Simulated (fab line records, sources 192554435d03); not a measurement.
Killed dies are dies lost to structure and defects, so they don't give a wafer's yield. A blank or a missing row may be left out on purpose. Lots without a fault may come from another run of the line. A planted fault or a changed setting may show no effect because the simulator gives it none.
A struck lot beside a sound one | flow n5_finfet | 39 steps out of a route of 1938
Sound: wafers L970.1, L970.4, L970.6. Struck: wafer L984.6. (L984.1, L984.2 of the same lot were not struck and are left out.) The cause comes at the end.
At each step with rows: each side's tool, then ch and its chambers, then its first start. Under that, the readings that differ: sound wafers | struck wafers | difference of the means | sigmas: that difference in standard deviations of wafers without a fault.
alike: readings whose means differ by less than 2 such deviations, and words and numbers that are the same on both sides. not compared: withheld readings, readings that some wafer has no value for, bounds like >300 that may hide the same value, and numbers for which the record gives no deviation and whose values overlap.
The two part at a step that has a row with sigmas, a row that says differs or no value, or rows on one side only. Numbers that don't overlap but have no deviation are shown without sigmas and don't part them. A reading that every wafer of one side lacks parts them only if that side has two wafers or more.

first, 10 steps without rows for these wafers: N5_PMOS_HMC_CHANNEL_EPI_PRECLEAN_37 (cleans in O3/DIW, time 45 s); N5_PMOS_HMC_CHANNEL_EPI_PRECLEAN_24 (cleans in DHF, time 30 s); N5_PMOS_HMC_CHANNEL_EPI_SRD_25 (time 30 s); N5_PMOS_HMC_CHANNEL_EPI_EPI_26 (deposits Si from SiH4/H2, target thk 3.8 nm, time 22.7 s); N5_FIN_SAQP_PRECLEAN_42 (cleans in O3/DIW, time 60 s); N5_FIN_SAQP_PRECLEAN_00 (cleans in SC1, time 60 s); N5_FIN_SAQP_PRECLEAN_44 (cleans in SC2, time 45 s); N5_FIN_SAQP_SRD_01 (time 30 s); N5_FIN_SAQP_ALD_61 (deposits SiO2, target thk 4 nm, pulse time 1 s, purge time 2 s); N5_FIN_SAQP_DENSIFY_62 (time 60 s).
N5_FIN_SAQP_HM_DEP_03: deposits SiNx from SiH4/NH3/N2, target thk 38 nm, time 33.6 s.
  sound on pecvd-03 ch 1,2, day 2 09:25; struck on pecvd-03 ch 0, day 5 22:27
  reading                                      | sound             | struck | difference | sigmas
  model.SiNx_of_FIN_SAQP_HM_DEP_03.thk_nm (nm) | 37.59 37.72 38.21 | 45.95  | +8.11      |
  alike: heater_power_w, showerhead_plenum_p_Torr, throttle_valve_pct
N5_FIN_SAQP_THK_MEAS_05:
  sound on film_metro-02, day 2 09:30; struck on film_metro-01, day 5 22:32
  reading     | sound          | struck | difference | sigmas
  thk_nm (nm) | 37.5 37.7 38.2 | 46.0   | +8.2       | +16
then, 24 steps without rows for these wafers: N5_FIN_SAQP_PECVD_47 (deposits a-Si from SiH4/He, target thk 45 nm, time 36.3 s); N5_FIN_SAQP_PECVD_48 (deposits SiNx from SiH4/NH3/N2, target thk 25 nm, time 22.1 s); N5_FIN_SAQP_PECVD_06 (deposits a-Si from SiH4/He, target thk 60 nm, time 48.1 s); N5_FIN_SAQP_HM_DEP_72 (deposits SiO2 from SiH4/N2O, target thk 12 nm, time 7.2 s); N5_FIN_SAQP_COAT_49 (time 60 s, resist thk 100 nm); N5_FIN_SAQP_COAT_50 (time 60 s, resist thk 35 nm); N5_FIN_SAQP_COAT_10 (resist thk 90 nm); N5_FIN_SAQP_EBR_12; N5_FIN_SAQP_SOFTBAKE_11 (time 60 s); N5_FIN_SAQP_EXPOSE_13 (exposes mask FIN CORE, target cd 35.6 nm); N5_FIN_SAQP_PEB_14 (peb time 60 s); N5_FIN_SAQP_DEVELOP_15 (develop time 30 s); N5_FIN_SAQP_DESCUM_21 (chemistry O2, time 7.9 s); N5_FIN_SAQP_ETCH_51 (etches SiARC in CF4, target depth 45.5 nm, time 75.8 s); N5_FIN_SAQP_ETCH_52 (etches SOC in N2/H2, target depth 100 nm, overetch 20 nm, time 150 s); N5_FIN_SAQP_STRIP_53 (strips in N2/H2); N5_FIN_SAQP_HM_OPEN_73 (chemistry CHF3/O2, target SiO2, stops on a-Si, target depth 12 nm, time 16.8 s); N5_FIN_SAQP_STRIP_74 (strips in CHF3/O2); N5_FIN_SAQP_MANDREL_ETCH_22 (etches a-Si in HBr/Cl2, stops on SiNx, target depth 60 nm, bt time 10 s, time 30 s); N5_FIN_SAQP_STRIP_55 (strips in N2/H2); N5_FIN_SAQP_STRIP_23 (strips in SPM, time 750 s); N5_FIN_SAQP_SRD_66 (time 30 s); N5_FIN_SAQP_RECESS_75 (chemistry HF/NH3, target SiO2, target depth 14.4 nm, afs cycles 3, sublimation time 60 s); N5_FIN_SAQP_SPACER1_ALD_24 (deposits SiO2, target thk 20.3 nm, pulse time 1 s, purge time 2 s).
N5_FIN_SAQP_HM_OPEN_33: chemistry CH3F/O2, target SiNx, target depth 49.4 nm, time 70.6 s.
  sound on rie_diel-03 ch 0,2,3, day 2 15:11; struck on rie_diel-06 ch 1, day 6 03:34
  reading                         | sound             | struck | difference | sigmas
  etch_rf_on_time_s (s)           | 67.1 67.9 71.2    | 83.1   | +14.4      | +8
  showerhead_plenum_p_Torr (Torr) | 2.01 2.12 2.06    | 1.92   | -0.14      | -2
  model.etch.depth_nm (nm)        | 36.96 37.09 37.52 | 45.33  | +8.14      |
  alike: drypump_motor_current_A, oes_product_au, rf_vpp_V, throttle_valve_pct
  not compared: rf_hours_counter_h
N5_STI_FIN_REVEAL_RECESS_09: chemistry HF/NH3, target SiO2, afs cycles 11, target depth 42.5 nm, sublimation time 60 s.
  sound on vapor_etch-01 ch 0,1, day 2 23:46; struck on vapor_etch-02 ch 0, day 6 12:54
  reading                                      | sound        | struck | difference | sigmas
  model.SiNx_of_FIN_SAQP_HM_DEP_03.thk_nm (nm) | 18 17.6 18.4 | 26.2   | +8.2       |
  alike: drypump_motor_current_A
-- the record jumps here: 6 days lie between the struck wafers' starts before and after (it left off in module STI_FIN_REVEAL and takes up again in module BEOL_M4, whose first step shown is number 1111 of the route) --
N5_BEOL_M4_RC_MEAS_101:
  sound on prober-01 ch 0, day 8 19:04; struck on prober-02 ch 0, day 12 15:31
  reading        | sound                | struck | difference | sigmas
  IOFF_P (nA/um) | 0.23 0.21 0.21       | 0.15   | -0.07      | -2
  ION_N (uA/um)  | 690 684 675          | 660    | -23        | -2
  ION_P (uA/um)  | 476 469 465          | 450    | -20        | -3
  VT_N (mV)      | 246.6 249.3 249.5    | 260.1  | +11.6      | +4
  VT_P (mV)      | -248.7 -247.0 -247.9 | -255.3 | -7.4       | -3
  alike: DIBL_N, DIBL_P, IOFF_N, SS_N, SS_P

WHERE THEY PART
First at N5_FIN_SAQP_THK_MEAS_05; last, within this record, at N5_BEOL_M4_RC_MEAS_101.

WHY: what the simulator had put in
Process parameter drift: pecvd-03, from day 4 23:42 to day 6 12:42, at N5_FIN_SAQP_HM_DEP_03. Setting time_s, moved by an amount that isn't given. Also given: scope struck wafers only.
